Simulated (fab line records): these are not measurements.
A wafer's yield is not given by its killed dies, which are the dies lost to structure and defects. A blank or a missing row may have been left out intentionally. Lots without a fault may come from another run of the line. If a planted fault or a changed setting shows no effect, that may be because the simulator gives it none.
fab line records	flow nand_harc	part 1 of 2: steps 1 to 23 of 30
[record] lots = 5	wafers = 15	last_day = 25
route steps=1159 shown A_CONTACT@917
lots with no fault: from the same line, run without faults
start_h: hours from the record's first day to the start of the lot's first wafer shown	wait_h: hours elapsed since this lot's preceding step	" identical to the entry in the row above	L1.1+2: one row covering several wafers at once	- no value, or no start given	* or withheld: withheld	< > ~ a bound
route shown NAME@n: NAME is a module with steps in the file, n the number in the route of the first one	usual: mean and standard deviation over wafers with no fault	same: alike in all rows	chamber/n: place in a boat	sites: per-site readings	_std_site: standard deviation of those values	_edge_site: outer sites' mean less inner sites'	radius_mm: how far each site lies from the wafer's centre	mask NAME#n: copy n	behind: the most recent tool/chamber to have shaped the wafer	hold: why the lot was held/for how many hours/how that ended	device: which transistor (n, p or np) failed to switch	end of line: tests run on the same wafers once the route is complete	a step without rows: its recipe alone	killed: dies that structure and defects cost at the first sort, which is not the same as the wafer's yield	map: the dies of a wafer, with x for killed, . for not killed, _ for no die there
set.NAME: the setting the step ran with; set.NAME@STEP: the setting that earlier step ran with	model.NAME: the simulator's own value behind a step, which no gauge read
certain route steps with their lots: each step a table, each wafer a row
services: a tool's chamber out of use, with start hour (start_h, from the record's first day; less than 0 if before it), hours out, and reason
[[steps]]
[step NHARC_A_CONTACT_STRIP_103]
[recipe] n2_flow_sccm = 150	h2_flow_sccm = 150	ar_flow_sccm = 0	bias_w = 0	chemistry = N2/H2
lot.wafer	tool	chamber	start_h	wait_h
L075.3+1+2	rie_diel-09	3,0,1	379.83	0.1
L084.3+1+5	rie_diel-09	2,0,3	444.27	0.1
L085.3+6+5	rie_diel-02	2,1,2	452.28	0.1
L091.1+4+5	rie_diel-03	0,1,0	480.83	0.1
L097.3+5+6	rie_diel-02	0,1,2	528.68	0.1
[step NHARC_A_CONTACT_STRIP_104]
[recipe] cf4_flow_sccm = 100	chf3_flow_sccm = 30	ar_flow_sccm = 0	bias_w = 0	chemistry = CF4/CHF3
lot.wafer	tool	chamber	start_h	wait_h
L075.1+3+2	rie_diel-09	0,1,2	379.93	0.1
L084.3+1+5	rie_diel-09	2,3,1	444.37	0.1
L085.3+6+5	rie_diel-02	3,1,2	452.37	0.1
L091.4+1+5	rie_diel-03	3,0,0	480.92	0.1
L097.3+5+6	rie_diel-02	0,3,0	528.85	0.2
[step NHARC_A_CONTACT_STRIP_105]
[recipe] o2_flow_sccm = 400	cos_flow_sccm = 20	ar_flow_sccm = 0	bias_w = 0	chemistry = O2/COS
lot.wafer	tool	chamber	start_h	wait_h
L075.2+1+3	rie_diel-09	3,0,2	379.99	0.0
L084.1+3+5	rie_diel-09	1,0,2	444.43	0.0
L085.3+5+6	rie_diel-02	0,3,0	452.49	0.1
L091.4+1+5	rie_diel-03	0,3,1	480.98	0.1
L097.3+6+5	rie_diel-02	3,1,2	528.91	0.1
[step NHARC_A_CONTACT_ETCH_106]
[recipe] target_depth_a = 600	overetch_a = 60	time_s = 33	ion_energy_ev = 100	cf4_flow_sccm = 80	o2_flow_sccm = 20	ar_flow_sccm = 0	rf_w = 300	bias_w = 100	chemistry = CF4/O2
[usual] drypump_motor_current_A = 5.8/0.33	oes_o_777_au = 0.999/0.0049	oes_product_au = 1.000/0.0094	rf_vpp_V = 197.7/1.5	showerhead_plenum_p_Torr = 1.33/0.066	throttle_valve_pct = 13.398/0.0088
[same] time_s = 33
lot.wafer	tool	chamber	start_h	wait_h	drypump_motor_current_A	oes_o_777_au	oes_product_au	rf_hours_counter_h	rf_vpp_V	showerhead_plenum_p_Torr	throttle_valve_pct
L075.2	rie_diel-09	3	380.05	0.1	6.1	1.006	0.999	25	198.3	1.35	13.390
L075.3	"	1	"	"	5.5	1.003	1.004	22	195.1	1.26	13.385
L075.1	"	2	"	"	6.0	1.000	0.994	22	195.2	1.23	13.400
L084.1	rie_diel-09	2	444.58	0.1	6.0	0.996	0.988	1	200.4	1.45	13.407
L084.3	"	3	"	"	6.0	0.996	0.995	1	198.7	1.35	13.392
L084.5	"	2	"	"	6.0	1.003	0.988	-	200.8	1.45	13.384
L085.3	rie_diel-02	3	452.55	0.1	6.5	1.009	1.005	42	200.1	1.44	13.395
L085.6	"	2	"	"	5.7	1.001	1.007	-	198.0	1.29	13.401
L085.5	"	3	"	"	6.5	0.998	0.991	-	200.3	1.44	13.409
L091.4	rie_diel-03	0	481.04	0.1	5.9	0.995	0.989	32	199.1	1.32	13.396
L091.1	"	3	"	"	5.7	0.995	1.013	31	195.1	1.27	13.406
L091.5	"	0	"	"	5.9	1.003	0.987	-	197.8	1.32	13.399
L097.3	rie_diel-02	2	528.97	0.1	5.6	0.997	0.990	4	197.0	1.28	13.400
L097.6	"	2	"	"	5.6	0.998	0.990	-	196.4	1.28	13.391
L097.5	"	3	"	"	6.5	0.998	1.002	-	199.9	1.43	13.407
[step NHARC_A_CONTACT_STRIP_82]
[recipe] o2_flow_sccm = 500	ar_flow_sccm = 0	bias_w = 0	chemistry = O2
[usual] drypump_motor_current_A = 5.8/0.33	oes_product_au = 1.000/0.0088	rf_vpp_V = 57.8/0.89	showerhead_plenum_p_Torr = 3.52/0.16	throttle_valve_pct = 17.036/0.01
lot.wafer	tool	chamber	start_h	wait_h	drypump_motor_current_A	oes_product_au	rf_hours_counter_h	rf_vpp_V	showerhead_plenum_p_Torr	throttle_valve_pct
L075.1	rie_diel-09	2	-	-	6.0	0.986	22	57.3	3.27	17.035
L075.3	"	3	"	"	6.1	1.013	25	58.4	3.57	17.016
L075.2	"	0	"	"	5.8	1.004	23	56.7	3.36	17.037
L084.3	rie_diel-09	3	-	-	6.1	1.003	1	58.4	3.57	17.042
L084.1	"	0	"	"	5.8	1.006	1	57.0	3.35	17.045
L084.5	"	3	"	"	6.1	1.006	-	57.2	3.57	17.025
L085.3	rie_diel-02	3	-	-	6.5	0.991	42	59.6	3.78	17.045
L085.6	"	1	"	"	5.1	1.002	-	59.3	3.78	17.037
L085.5	"	2	"	"	5.7	1.003	-	57.2	3.41	17.053
L091.4	rie_diel-03	2	-	-	5.9	0.991	31	58.3	3.62	17.049
L091.1	"	0	"	"	5.9	0.994	32	58.9	3.49	17.033
L091.5	"	2	"	"	5.9	0.988	-	58.4	3.62	17.054
L097.3	rie_diel-02	1	-	-	5.1	1.012	5	58.7	3.77	17.025
L097.6	"	1	"	"	5.1	1.007	-	59.2	3.77	17.049
L097.5	"	2	"	"	5.7	1.001	-	56.7	3.39	17.030
[step NHARC_A_CONTACT_STRIP_83]
[recipe] time_s = 600	temp_c = 30	chemistry = post_etch_residue_remover
[same] time_s = 600
lot.wafer	tool	chamber	start_h	wait_h
L075.2+3+1	wet_bench-04	6,7,2	380.43	-
L084.3+5+1	wet_bench-04	4,5,7	445.04	-
L085.6+5+3	wet_bench-04	4,0,1	452.99	-
L091.5+4+1	wet_bench-05	2,4,5	481.43	-
L097.3+5+6	wet_bench-07	7,0,2	529.40	-
[step NHARC_A_CONTACT_DEP_84]
[recipe] target_thk_a = 20000	temp_c = 400	material = aC
[usual] throttle_valve_pct = 35.001/0.0083
lot.wafer	tool	chamber	start_h	wait_h	throttle_valve_pct
L075.1	acl_dep-03	0	380.70	-	35.015
L075.2	"	0	"	"	35.004
L075.3	"	0	"	"	35.006
L084.1	acl_dep-01	0	445.46	-	35.004
L084.3	"	0	"	"	35.003
L084.5	"	0	"	"	35.006
L085.3	acl_dep-03	0	453.67	-	35.015
L085.5	"	0	"	"	34.997
L085.6	"	0	"	"	34.981
L091.1	acl_dep-02	0	485.17	-	34.995
L091.4	"	0	"	"	35.007
L091.5	"	0	"	"	35.011
L097.3	acl_dep-03	0	530.09	-	34.994
L097.5	"	0	"	"	34.999
L097.6	"	0	"	"	34.992
[step NHARC_A_CONTACT_DEP_85]
[recipe] target_thk_a = 500	target_thk_nm = 50	temp_c = 400	pressure_torr = 3.5	flow_sccm = 200	rf_w = 350	material = SiON
[usual] heater_power_w = 760/94
lot.wafer	tool	chamber	start_h	wait_h	heater_power_w
L075.3	pecvd-03	0	381.98	0.7	947
L075.2	"	1	"	"	741
L075.1	"	2	"	"	567
L084.3	pecvd-03	0	446.75	0.7	860
L084.1	"	1	"	"	739
L084.5	"	2	"	"	528
L085.3	pecvd-04	1	454.54	0.7	692
L085.5	"	0	"	"	688
L085.6	"	2	"	"	896
L091.1	pecvd-03	0	486.45	1.1	743
L091.5	"	1	"	"	688
L091.4	"	2	"	"	546
L097.3	pecvd-01	2	531.21	0.9	634
L097.6	"	2	"	"	652
L097.5	"	0	"	"	873
[step NHARC_A_CONTACT_DEHYDRATE_00]
[recipe] temp_c = 150	time_s = 120
[usual] chill_plate_temp_C = 23.00/0.1
[same] time_s = 120
lot.wafer	tool	chamber	start_h	wait_h	chill_plate_temp_C
L075.1	litho_track-04	0	382.25	0.2	22.90
L075.2	"	0	"	"	22.77
L075.3	"	0	"	"	22.83
L084.1	litho_track-06	0	447.00	0.2	22.95
L084.3	"	0	"	"	23.17
L084.5	"	0	"	"	23.07
L085.3	litho_track-06	0	454.79	0.2	23.08
L085.5	"	0	"	"	22.85
L085.6	"	0	"	"	23.12
L091.1	litho_track-04	0	486.72	0.2	23.04
L091.4	"	0	"	"	23.07
L091.5	"	0	"	"	23.08
L097.3	litho_track-04	0	531.48	0.2	23.04
L097.5	"	0	"	"	22.83
L097.6	"	0	"	"	23.02
[step NHARC_A_CONTACT_HMDS_01]
[recipe] time_s = 30
[usual] chill_plate_temp_C = 22.99/0.12
[same] time_s = 30
lot.wafer	tool	chamber	start_h	wait_h	chill_plate_temp_C
L075.1	litho_track-04	0	-	-	23.04
L075.2	"	0	"	"	23.11
L075.3	"	0	"	"	23.06
L084.1	litho_track-06	0	-	-	22.98
L084.3	"	0	"	"	23.07
L084.5	"	0	"	"	23.13
L085.3	litho_track-06	0	-	-	22.89
L085.5	"	0	"	"	22.72
L085.6	"	0	"	"	22.83
L091.1	litho_track-04	0	-	-	23.11
L091.4	"	0	"	"	23.04
L091.5	"	0	"	"	23.16
L097.3	litho_track-04	0	-	-	23.09
L097.5	"	0	"	"	23.10
L097.6	"	0	"	"	22.97
[step NHARC_A_CONTACT_COAT_86]
[recipe] temp_c = 260	time_s = 75
[usual] chill_plate_temp_C = 23.01/0.1
[same] time_s = 75
lot.wafer	tool	chamber	start_h	wait_h	chill_plate_temp_C
L075.1	litho_track-04	0	-	-	23.08
L075.2	"	0	"	"	23.03
L075.3	"	0	"	"	23.00
L084.1	litho_track-06	0	-	-	22.82
L084.3	"	0	"	"	22.97
L084.5	"	0	"	"	22.81
L085.3	litho_track-06	0	-	-	22.91
L085.5	"	0	"	"	22.89
L085.6	"	0	"	"	22.85
L091.1	litho_track-04	0	-	-	22.94
L091.4	"	0	"	"	23.10
L091.5	"	0	"	"	23.03
L097.3	litho_track-04	0	-	-	22.95
L097.5	"	0	"	"	23.04
L097.6	"	0	"	"	23.03
[step NHARC_A_CONTACT_COAT_87]
[recipe] temp_c = 225	time_s = 65
[usual] chill_plate_temp_C = 22.99/0.11
[same] time_s = 65
lot.wafer	tool	chamber	start_h	wait_h	chill_plate_temp_C
L075.1	litho_track-04	0	-	-	22.83
L075.2	"	0	"	"	22.95
L075.3	"	0	"	"	22.94
L084.1	litho_track-06	0	-	-	23.03
L084.3	"	0	"	"	23.08
L084.5	"	0	"	"	23.06
L085.3	litho_track-06	0	-	-	23.16
L085.5	"	0	"	"	23.01
L085.6	"	0	"	"	23.16
L091.1	litho_track-04	0	-	-	22.93
L091.4	"	0	"	"	22.95
L091.5	"	0	"	"	22.88
L097.3	litho_track-04	0	-	-	23.06
L097.5	"	0	"	"	23.11
L097.6	"	0	"	"	22.98
[step NHARC_A_CONTACT_COAT_02]
[recipe] spin_rpm = 1500	resist_thk_nm = 90
[usual] chill_plate_temp_C = 23.00/0.1	spin_speed_rpm = 1500.0/1.2
lot.wafer	tool	chamber	start_h	wait_h	chill_plate_temp_C	spin_speed_rpm
L075.1	litho_track-04	0	-	-	23.00	1499.9
L075.2	"	0	"	"	23.10	1500.9
L075.3	"	0	"	"	23.12	1499.6
L084.1	litho_track-06	0	-	-	22.98	1500.7
L084.3	"	0	"	"	23.07	1499.9
L084.5	"	0	"	"	23.00	1500.2
L085.3	litho_track-06	0	-	-	22.94	1499.7
L085.5	"	0	"	"	22.98	1500.4
L085.6	"	0	"	"	23.12	1499.3
L091.1	litho_track-04	0	-	-	22.96	1501.3
L091.4	"	0	"	"	23.04	1499.5
L091.5	"	0	"	"	22.90	1499.7
L097.3	litho_track-04	0	-	-	22.97	1500.7
L097.5	"	0	"	"	22.86	1499.7
L097.6	"	0	"	"	23.07	1499.8
[step NHARC_A_CONTACT_SOFTBAKE_03]
[recipe] temp_c = 105	time_s = 55
[usual] chill_plate_temp_C = 23.00/0.1
[same] time_s = 55
lot.wafer	tool	chamber	start_h	wait_h	chill_plate_temp_C
L075.1	litho_track-04	0	-	-	22.92
L075.2	"	0	"	"	22.88
L075.3	"	0	"	"	22.84
L084.1	litho_track-06	0	-	-	22.87
L084.3	"	0	"	"	22.99
L084.5	"	0	"	"	22.94
L085.3	litho_track-06	0	-	-	23.05
L085.5	"	0	"	"	23.09
L085.6	"	0	"	"	23.00
L091.1	litho_track-04	0	-	-	22.86
L091.4	"	0	"	"	23.15
L091.5	"	0	"	"	22.80
L097.3	litho_track-04	0	-	-	23.03
L097.5	"	0	"	"	22.94
L097.6	"	0	"	"	22.97
[step NHARC_A_CONTACT_EBR_04]
[usual] chill_plate_temp_C = 23.00/0.12
lot.wafer	tool	chamber	start_h	wait_h	chill_plate_temp_C
L075.1	litho_track-04	0	-	-	23.19
L075.2	"	0	"	"	22.93
L075.3	"	0	"	"	22.97
L084.1	litho_track-06	0	-	-	22.98
L084.3	"	0	"	"	22.94
L084.5	"	0	"	"	22.87
L085.3	litho_track-06	0	-	-	23.13
L085.5	"	0	"	"	23.02
L085.6	"	0	"	"	23.14
L091.1	litho_track-04	0	-	-	23.01
L091.4	"	0	"	"	22.98
L091.5	"	0	"	"	23.06
L097.3	litho_track-04	0	-	-	22.93
L097.5	"	0	"	"	23.04
L097.6	"	0	"	"	22.80
[step NHARC_A_CONTACT_EXPOSE_05]
[recipe] na = 1.35	sigma_outer = 0.8	dose_mj = 84.24	mask_id = A_CC
[usual] focus_offset_nm = 0.0/0.59
lot.wafer	tool	chamber	start_h	wait_h	mask	focus_offset_nm
L075.1	arfi_scanner-01	0	382.44	-	A_CC#0	-0.2
L075.2	"	0	"	"	A_CC#0	-0.8
L075.3	"	0	"	"	A_CC#0	0.2
L084.1	arfi_scanner-03	0	447.31	-	A_CC#0	0.6
L084.3	"	0	"	"	A_CC#0	0.1
L084.5	"	0	"	"	A_CC#0	0.0
L085.3	arfi_scanner-02	0	455.11	-	A_CC#0	1.1
L085.5	"	0	"	"	A_CC#0	1.1
L085.6	"	0	"	"	A_CC#0	0.7
L091.1	arfi_scanner-02	0	486.91	-	A_CC#0	-0.8
L091.4	"	0	"	"	A_CC#0	-0.4
L091.5	"	0	"	"	A_CC#0	-0.8
L097.3	arfi_scanner-02	0	531.68	-	A_CC#0	-0.3
L097.5	"	0	"	"	A_CC#0	0.5
L097.6	"	0	"	"	A_CC#0	-0.2
[step NHARC_A_CONTACT_PEB_06]
[recipe] peb_temp_c = 100	peb_time_s = 65
[usual] chill_plate_temp_C = 22.99/0.11
lot.wafer	tool	chamber	start_h	wait_h	chill_plate_temp_C
L075.1	litho_track-01	0	382.50	0.1	22.96
L075.2	"	0	"	"	23.26
L075.3	"	0	"	"	22.97
L084.1	litho_track-06	0	447.37	0.1	23.05
L084.3	"	0	"	"	23.17
L084.5	"	0	"	"	23.14
L085.3	litho_track-01	0	455.16	0.1	23.13
L085.5	"	0	"	"	22.96
L085.6	"	0	"	"	22.92
L091.1	litho_track-01	0	486.97	0.1	23.02
L091.4	"	0	"	"	22.98
L091.5	"	0	"	"	22.95
L097.3	litho_track-06	0	531.73	0.0	22.94
L097.5	"	0	"	"	22.93
L097.6	"	0	"	"	23.04
[step NHARC_A_CONTACT_DEVELOP_07]
[recipe] develop_time_s = 35	dev_temp_c = 23
[usual] chill_plate_temp_C = 23.01/0.11
lot.wafer	tool	chamber	start_h	wait_h	chill_plate_temp_C
L075.1	litho_track-01	0	-	-	22.96
L075.2	"	0	"	"	23.00
L075.3	"	0	"	"	22.93
L084.1	litho_track-06	0	-	-	23.09
L084.3	"	0	"	"	23.19
L084.5	"	0	"	"	23.13
L085.3	litho_track-01	0	-	-	23.06
L085.5	"	0	"	"	22.87
L085.6	"	0	"	"	23.06
L091.1	litho_track-01	0	-	-	23.03
L091.4	"	0	"	"	23.09
L091.5	"	0	"	"	23.03
L097.3	litho_track-06	0	-	-	23.01
L097.5	"	0	"	"	23.02
L097.6	"	0	"	"	23.02
[step NHARC_A_CONTACT_CD_MEAS_08]
[recipe] target_cd_nm = 100	landing_energy_ev = 500
[usual] cd_nm = 100.0/0.49
lot.wafer	tool	chamber	start_h	wait_h	cd_nm
L075.1	cd_sem-02	0	382.58	-	100.2
L075.2	"	0	"	"	99.5
L075.3	"	0	"	"	100.1
L084.1	cd_sem-02	0	447.45	-	100.3
L084.3	"	0	"	"	100.4
L084.5	"	0	"	"	100.5
L085.3	cd_sem-01	0	455.24	-	100.4
L085.5	"	0	"	"	100.4
L085.6	"	0	"	"	100.5
L091.1	cd_sem-03	0	487.05	-	99.8
L091.4	"	0	"	"	99.7
L091.5	"	0	"	"	99.5
L097.3	cd_sem-03	0	531.81	-	100.8
L097.5	"	0	"	"	100.1
L097.6	"	0	"	"	99.8
[step NHARC_A_CONTACT_OVL_MEAS_09]
[usual] overlay_x_nm = 0.2/0.77	overlay_y_nm = 0.3/0.66
lot.wafer	tool	chamber	start_h	wait_h	overlay_x_nm	overlay_y_nm
L075.1	overlay-01	-	382.67	-	-0.6	-0.7
L075.2	"	-	"	"	-0.3	-0.5
L075.3	"	-	"	"	0.5	-0.3
L084.1	overlay-01	-	447.54	-	0.8	0.4
L084.3	"	-	"	"	0.8	0.8
L084.5	"	-	"	"	0.9	0.4
L085.3	overlay-01	-	455.33	-	0.1	-0.6
L085.5	"	-	"	"	-0.2	-0.4
L085.6	"	-	"	"	0.2	-1.1
L091.1	overlay-02	-	487.14	-	0.7	-0.2
L091.4	"	-	"	"	0.1	-0.7
L091.5	"	-	"	"	0.2	-0.7
L097.3	overlay-01	-	531.90	-	-1.2	0.9
L097.5	"	-	"	"	-1.6	0.7
L097.6	"	-	"	"	-1.9	0.1
[step NHARC_A_CONTACT_INSPECT_10]
[usual] raw_defect_count = 31/17
lot.wafer	tool	chamber	start_h	wait_h	raw_defect_count
L075.1	defect_inspect-02	-	382.71	0.0	14
L075.2	"	-	"	"	15
L075.3	"	-	"	"	13
L084.1	defect_inspect-01	-	447.57	0.0	17
L084.3	"	-	"	"	15
L084.5	"	-	"	"	15
L085.3	defect_inspect-01	-	455.37	0.0	22
L085.5	"	-	"	"	34
L085.6	"	-	"	"	33
L091.1	defect_inspect-02	-	487.17	0.0	28
L091.4	"	-	"	"	47
L091.5	"	-	"	"	31
L097.3	defect_inspect-02	-	531.93	0.0	40
L097.5	"	-	"	"	42
L097.6	"	-	"	"	53
[step NHARC_A_CONTACT_DESCUM_13]
[recipe] time_s = 3	o2_flow_sccm = 200	ar_flow_sccm = 0	bias_power_w = 0	chemistry = O2
[usual] drypump_motor_current_A = 5.8/0.31	oes_product_au = 0.998/0.0094	rf_vpp_V = 57.7/0.95	showerhead_plenum_p_Torr = 1.90/0.1	throttle_valve_pct = 11.310/0.0095
[same] time_s = 3
lot.wafer	tool	chamber	start_h	wait_h	drypump_motor_current_A	oes_product_au	rf_hours_counter_h	rf_vpp_V	showerhead_plenum_p_Torr	throttle_valve_pct
L075.1	rie_diel-02	1	382.78	0.1	5.1	1.003	17	59.1	2.07	11.310
L075.2	"	2	"	"	5.7	1.013	16	57.1	1.85	11.316
L075.3	"	3	"	"	6.5	1.001	15	58.9	2.07	11.298
L084.1	rie_diel-09	3	447.63	0.1	6.1	1.000	1	57.4	1.94	11.314
L084.3	"	0	"	"	5.8	1.011	1	57.5	1.81	11.324
L084.5	"	0	"	"	5.7	1.015	-	56.2	1.81	11.308
L085.3	rie_diel-09	1	455.45	0.1	5.5	0.996	3	56.3	1.80	11.316
L085.6	"	2	"	"	6.0	0.994	-	58.8	2.08	11.314
L085.5	"	3	"	"	6.1	0.997	-	58.3	1.94	11.331
L091.1	rie_diel-09	2	487.23	0.1	6.0	0.989	7	57.6	2.07	11.310
L091.4	"	3	"	"	6.1	1.008	7	57.4	1.94	11.298
L091.5	"	3	"	"	6.1	1.006	-	57.8	1.94	11.318
L097.3	rie_diel-09	0	531.99	0.1	5.8	1.000	16	57.3	1.81	11.319
L097.6	"	0	"	"	5.8	1.008	-	57.7	1.81	11.322
L097.5	"	1	"	"	5.5	0.998	-	56.6	1.80	11.310
[step NHARC_A_CONTACT_ETCH_88]
[recipe] target_depth_a = 390	over_etch_frac = 0.3	time_s = 65	ion_energy_ev = 80	cf4_flow_sccm = 150	ar_flow_sccm = 0	rf_w = 300	bias_w = 100	chemistry = CF4
[usual] drypump_motor_current_A = 5.8/0.31	oes_product_au = 1.000/0.0094	rf_vpp_V = 151.1/1.5	showerhead_plenum_p_Torr = 1.76/0.09	throttle_valve_pct = 13.284/0.0097
[same] time_s = 65
lot.wafer	tool	chamber	start_h	wait_h	drypump_motor_current_A	oes_product_au	rf_hours_counter_h	rf_vpp_V	showerhead_plenum_p_Torr	throttle_valve_pct
L075.1	rie_diel-02	1	382.85	0.1	5.1	1.003	17	153.0	1.90	13.308
L075.2	"	2	"	"	5.7	1.012	16	149.8	1.71	13.296
L075.3	"	0	"	"	6.3	0.981	15	150.3	1.71	13.291
L084.3	rie_diel-09	2	447.78	0.1	6.0	0.995	1	153.7	1.91	13.282
L084.1	"	3	"	"	6.1	1.001	1	151.0	1.79	13.292
L084.5	"	2	"	"	6.0	1.000	-	152.1	1.91	13.284
L085.3	rie_diel-09	3	455.52	0.1	6.1	0.996	3	151.5	1.79	13.279
L085.6	"	2	"	"	6.0	1.001	-	152.2	1.91	13.274
L085.5	"	3	"	"	6.1	0.988	-	152.1	1.79	13.290
L091.4	rie_diel-09	1	487.32	0.1	5.4	1.000	8	148.8	1.67	13.276
L091.1	"	3	"	"	6.1	1.001	7	151.5	1.79	13.290
L091.5	"	2	"	"	6.0	1.006	-	153.1	1.91	13.283
L097.3	rie_diel-09	3	532.09	0.1	6.1	1.004	16	151.6	1.78	13.288
L097.6	"	1	"	"	5.4	1.002	-	148.5	1.67	13.282
L097.5	"	2	"	"	6.0	1.000	-	152.8	1.90	13.284
